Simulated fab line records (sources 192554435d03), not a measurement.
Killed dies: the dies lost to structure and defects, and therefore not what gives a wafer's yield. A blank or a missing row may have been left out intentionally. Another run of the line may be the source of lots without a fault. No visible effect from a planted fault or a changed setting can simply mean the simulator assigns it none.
Which tool was responsible?	flow n5_finfet	Sampling: 12 lots, 36 wafers, 5 of 1938 route steps

WHAT EACH GAUGE READ, for each wafer
N5_BEOL_M2_OVL_MEAS_12.
lot	measured	on	M2_OVL (nm)
L075	day 6 20:51	overlay-02	0.5 -0.2 -0.2
L077	day 7 10:30	overlay-01	0.0 -0.2 -0.9
L080	day 8 02:23	overlay-01	0.4 1.9 1.3
L081	day 8 11:23	overlay-01	0.1 0.5 -1.0
L082	day 8 16:11	overlay-02	0.5 0.6 -0.1
L085	day 9 08:25	overlay-02	1.6 0.8 0.9
L087	day 9 16:19	overlay-02	0.0 0.2 -0.3
L089	day 10 08:49	overlay-01	1.2 0.4 0.4
L091	day 10 19:53	overlay-02	0.8 0.7 0.7
L093	day 11 21:14	overlay-02	0.4 0.8 0.9
L095	day 12 00:32	overlay-02	-0.1 0.0 -0.1
L097	day 12 09:19	overlay-02	0.1 0.4 0.8

WHAT TOOL EACH LOT RAN ON (gives the tool, then ch and the chambers of the sampled wafers, and finally the start)
lot	N5_BEOL_M1_SPUTTER_86	N5_BEOL_M1_SPUTTER_94	N5_BEOL_M1_CO_CAP_55	N5_BEOL_M2_ILD_DEP_00
L075	pvd_sputter-03, day 6 16:21	pvd_sputter-03, day 6 17:14	cvd_co-01 ch 0,1,2, day 6 18:38	pecvd-04 ch 0,2, day 6 18:53
L077	pvd_sputter-02, day 7 06:33	pvd_sputter-02, day 7 07:26	cvd_co-02 ch 0,1,2, day 7 08:31	pecvd-01 ch 0,1,2, day 7 08:46
L080	pvd_sputter-01, day 7 23:14	pvd_sputter-01, day 8 00:07	cvd_co-02 ch 0,1, day 8 01:21	pecvd-04 ch 0,1, day 8 01:35
L081	pvd_sputter-02, day 8 05:05	pvd_sputter-02, day 8 06:51	cvd_co-01 ch 0,1,2, day 8 08:26	pecvd-04 ch 0,1,2, day 8 08:40
L082	pvd_sputter-01, day 8 12:13	pvd_sputter-01, day 8 13:06	cvd_co-02 ch 0,2, day 8 14:26	pecvd-01 ch 0, day 8 14:46
L085	pvd_sputter-02, day 9 04:34	pvd_sputter-02, day 9 05:27	cvd_co-01 ch 1,2, day 9 06:33	pecvd-01 ch 0,1, day 9 06:49
L087	pvd_sputter-03, day 9 13:02	pvd_sputter-03, day 9 13:55	cvd_co-02 ch 0,1, day 9 14:59	pecvd-01 ch 0,1, day 9 15:14
L089	pvd_sputter-02, day 10 04:13	pvd_sputter-02, day 10 05:05	cvd_co-02 ch 0,1,2, day 10 06:13	pecvd-04 ch 0,1, day 10 06:41
L091	pvd_sputter-01, day 10 15:05	pvd_sputter-01, day 10 15:58	cvd_co-02 ch 0,1,2, day 10 17:02	pecvd-01 ch 0,1,2, day 10 17:17
L093	pvd_sputter-01, day 11 17:53	pvd_sputter-01, day 11 18:46	cvd_co-01 ch 0,2, day 11 19:52	pecvd-01 ch 0,2, day 11 20:07
L095	pvd_sputter-03, day 11 20:47	pvd_sputter-03, day 11 21:40	cvd_co-02 ch 1,2, day 11 22:49	pecvd-02 ch 0,1,2, day 11 23:04
L097	pvd_sputter-02, day 12 06:31	pvd_sputter-02, day 12 07:24	cvd_co-01 ch 0,1, day 12 08:29	pecvd-01 ch 0,2, day 12 08:44
- N5_BEOL_M1_SPUTTER_86: material Cu, target thk 4.5 nm, time 8.29 s.
- N5_BEOL_M1_SPUTTER_94: material Cu, target thk 4.5 nm, time 8.29 s.
- N5_BEOL_M1_CO_CAP_55: material Co, precursor CCTBA/H2, target thk 2 nm, time 102.1 s.
- N5_BEOL_M2_ILD_DEP_00: deposits SiOC from DEMS/O2, target thk 79 nm, time 15.3 s.

THE ANSWER, worked out from the rows above alone
Rule: the lots themselves supply what counts as usual. The widest of any qualifying gaps counts: lots, ordered by their means at a reading, are off when they make up no more than a third of the lots, leave a main group of 4 or more, and stand apart from it by 3 or more times the standard deviation of that group's means. A main group is skipped when, at the precision printed for the reading in the tables above, its means are all equal. Also off: a lot with no number at a reading for which 4 or more lots have one. Where the step has rows for the other lots, those lots are counted as sound.
None of the lots is off at any reading shown; this tells nothing.

WHAT HAD BEEN PUT IN BY THE SIMULATOR
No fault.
